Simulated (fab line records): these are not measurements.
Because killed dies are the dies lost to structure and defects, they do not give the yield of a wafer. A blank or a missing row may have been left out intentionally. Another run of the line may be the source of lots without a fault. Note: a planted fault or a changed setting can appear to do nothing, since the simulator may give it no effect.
2 desks looking at one fault	flow n5 finfet	every desk sees just its own numbers, and what lay behind them comes last

== AT THE METROLOGY DESK ==
What the gauges read for every lot (on any tool): the sampled wafers with a number, averaged. If a lot's mean is further than 4 standard deviations from the usual mean, the lot is out of limits and carries the mark OUT (the distance appears in the brackets). Shown are 7 of the 16 readings it has, namely the first that went out of limits plus those furthest out on some lot.
Columns: A = HMC_CMP_THK at N5_PMOS_HMC_CHANNEL_EPI_THK_MEAS_22, usual 53.7 nm; B = CJ_P at N5_BEOL_M4_RC_MEAS_101, usual 5.81; C = DIBL_P at N5_BEOL_M4_RC_MEAS_101, usual 36.1 mV/V; D = IOFF_P at N5_BEOL_M4_RC_MEAS_101, usual 0.209 nA/um; E = IOFF_P_85C at N5_BEOL_M4_RC_MEAS_101, usual 3.6 nA/um; F = IOFF_P_LONG at N5_BEOL_M4_RC_MEAS_101, usual 0.000107 nA/um; G = SS_P at N5_BEOL_M4_RC_MEAS_101, usual 73.2 mV/dec
lot	first seen here	A	B	C	D	E	F	G
L621	day 1 17:11	53.6	5.89	35.0	0.181	3.2	0.000104	73.2
L626	day 2 23:10	53.9	5.86	36.7	0.258	4.4	0.000131	73.3
L631	day 4 05:16	53.9	5.69	36.7	0.204	3.6	0.000110	73.2
L633	day 4 18:17	54.1	5.62	35.7	0.241	4.1	0.000126	72.9
L634	day 5 00:44	53.0	5.98	36.5	0.217	3.9	0.000111	73.5
L635	day 5 06:28	55.4	5.11 (-4.1) OUT	39.6	0.397 (+7.0) OUT	6.0 (+6.0) OUT	0.000084	77.4 (+8.3) OUT
L636	day 5 12:42	55.7	5.01 (-4.7) OUT	40.4	0.671 (+17) OUT	9.0 (+14) OUT	0.000094	78.7 (+11) OUT
L642	day 6 23:55	53.4	5.82	36.7	0.209	3.7	0.000113	73.2
L644	day 7 11:14	53.4	5.92	35.4	0.199	3.6	0.000108	73.3
Finding of this desk: L635, L636 out of limits, first seen on L636 at day 11 09:02 (CJ_P at N5_BEOL_M4_RC_MEAS_101). L621, L626, L631, L633, L634, L642, L644: within limits.

== AT THE TOOL OWNER'S DESK: rie si-01 ==
The tool's own readings at N5_PMOS_HMC_CHANNEL_EPI_FIN_RECESS_16 (chemistry HBr/Cl2, target Si, target depth 54 nm, time 18 s): means of the sampled wafers that have a number, for each lot that ran on this tool. If a lot's mean is further than 4 standard deviations from the usual mean, the lot is out of limits and carries the mark OUT (the distance appears in the brackets).
Columns: A = drypump motor current A at N5_PMOS_HMC_CHANNEL_EPI_FIN_RECESS_16, usual 5.7 A; B = oes product au at N5_PMOS_HMC_CHANNEL_EPI_FIN_RECESS_16, usual 0.989 a.u.; C = throttle valve pct at N5_PMOS_HMC_CHANNEL_EPI_FIN_RECESS_16, usual 35.48 %
lot	first seen here	A	B	C
L621	day 1 17:43	5.8	0.978	35.42
L633	day 4 18:55	5.3	0.986	35.40
L635	day 5 07:04	5.4	0.975	35.41
L636	day 5 13:31	5.5	0.996	35.56
This desk's finding: nothing out of limits on any of the 4 lots.

== TAKEN TOGETHER ==
At day 11 09:02 the metrology desk could have sounded an alarm, on L635, L636.
The tool owner's desk saw nothing out of limits.
The tool owner's desk has L635, L636 on record, within its limits.
The lots listed all ran N5_PMOS_HMC_CHANNEL_EPI_FIN_RECESS_16 on rie si-01.

== WHAT THE SIMULATOR HAD PUT IN ==
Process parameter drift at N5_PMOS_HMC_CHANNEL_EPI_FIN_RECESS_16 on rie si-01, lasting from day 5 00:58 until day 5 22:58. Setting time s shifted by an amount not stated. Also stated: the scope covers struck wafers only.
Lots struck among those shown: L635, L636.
Time in hours between the start of the fault and the first out-of-limits reading at each desk: metrology desk, 152.
